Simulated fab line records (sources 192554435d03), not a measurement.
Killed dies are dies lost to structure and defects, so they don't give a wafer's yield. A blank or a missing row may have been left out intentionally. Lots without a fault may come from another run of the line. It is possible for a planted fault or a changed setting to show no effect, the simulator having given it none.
Problem report, 8D (eight disciplines) form, completed by code :: flow n5_finfet :: the parts of the form that need people (team, actions taken, sign-off) are left out

1. THE ISSUE
Wafers without a fault read 92.8 nm, standard deviation 1.8; trench_depth_nm at N5_BEOL_M8_OCD_MEAS_38 reads a mean of 84.3 nm on 6 wafers belonging to 2 lots. Measured from the usual mean, that is -4.7 standard deviations.
First seen on wafer L622.1, day 13 06:46, on ocd-01. Wafers with a number at this step in the record: 27, from 9 lots. By rule, "out" or "out of limits" means more than 4 standard deviations away from the usual mean. Any other wafer with a number is counted as sound.

2. WHAT IT IS AND WHAT IT IS NOT
question: which readings at this step
is: trench_depth_nm
is not: -

question: which lots
is: L622, L627
is not: L609, L611, L612, L620, L628, L629, L632

question: which wafers of those lots
is: all that have a number
is not: -

question: read on which gauges
is: ocd-01
is not: ocd-02

question: when
is: from day 13 06:46
is not: up to then (12 sound wafers); but 9 sound wafers of L628, L629, L632 came after

3. SUSPECTS, AND WHAT RULES EACH OUT
Counting: any tool at a process step up to the reading is kept as a suspect provided that every lot that is out went through it and no sound lot did after the first of them.
- the gauge at N5_BEOL_M8_OCD_MEAS_38 is ruled out. All the wafers that are out were read on ocd-01, but those of them that N5_BEOL_M8_TRENCH_ETCH_37 has rows for are out there too, on other tools.
- rie_diel-04 at N5_BEOL_M8_STRIP_36 (strips in N2/H2): kept. Every lot that is out went through it, starting with L622 (day 13 06:34), and after that it ran no sound lot; the last sound lot it ran before then is L611 (day 10 03:45).
- rie_diel-04 at N5_BEOL_M8_TRENCH_ETCH_37 (etches SiCOH lowk in C4F6/O2, target depth 93.478 nm, time 31.2 s): kept. Every lot that is out went through it, starting with L622 (day 13 06:36), and after that it ran no sound lot; the last sound lot it ran before then is L611 (day 10 03:47). Out on those wafers are its own readings of rf_fwd_power_W, rf_vpp_V.
What counting leaves: rie_diel-04 at N5_BEOL_M8_STRIP_36 and rie_diel-04 at N5_BEOL_M8_TRENCH_ETCH_37.

4. THE CAUSE (what the simulator had put in)
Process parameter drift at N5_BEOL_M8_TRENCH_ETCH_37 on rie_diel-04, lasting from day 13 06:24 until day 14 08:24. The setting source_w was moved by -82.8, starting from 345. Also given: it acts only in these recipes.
Counting leaves 2 suspects; this tool is one of them.

5. THE EFFECT CHAIN, in route order
Each row: a reading whose mean over the struck wafers that have a number lies more than 3 standard deviations from the usual. Only readings whose record carries a usual standard deviation are examined. hours: median over the lots of the time between each lot's start at the first step of this table that gives one and its start at this step. sigmas: the change, counted in usual standard deviations.
hours: 0
step: N5_BEOL_M8_TRENCH_ETCH_37
reading: rf_fwd_power_W
usual: 339.9 W
on struck wafers: 255.3
change: -84.5
sigmas: -50

hours: 0
step: N5_BEOL_M8_TRENCH_ETCH_37
reading: rf_vpp_V
usual: 662 V
on struck wafers: 758
change: +96
sigmas: +9.6

hours: 0
step: N5_BEOL_M8_OCD_MEAS_38
reading: trench_depth_nm
usual: 92.8 nm
on struck wafers: 84.3
change: -8.5
sigmas: -4.7

hours: 3
step: N5_BEOL_M8_THK_MEAS_53
reading: M8_THK
usual: 81.9 nm
on struck wafers: 72.2
change: -9.7
sigmas: -4.6

hours: 3
step: N5_BEOL_M8_RS_MEAS_57
reading: M8_RS
usual: 0.289 ohm/sq
on struck wafers: 0.333
change: +0.044
sigmas: +5.5
Process steps it contains:
- N5_BEOL_M8_TRENCH_ETCH_37: etches SiCOH lowk in C4F6/O2, target depth 93.478 nm, time 31.2 s.

6. WHAT WOULD HAVE CAUGHT IT SOONER
Counted from the fault's start at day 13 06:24, it took 0 hours until the first out-of-limits reading at a measuring or inspecting step in this record, taken at day 13 06:46.
At N5_BEOL_M8_TRENCH_ETCH_37, the tool's own readings (rf_fwd_power_W, rf_vpp_V) were out on each struck wafer the step has a row for, so an alarm limit on them would have fired on the first such wafer.
L627, from the lots that are out (2), started N5_BEOL_M8_TRENCH_ETCH_37 on rie_diel-04 later than day 13 06:46. Had the tool been put on hold then, it would have been spared.
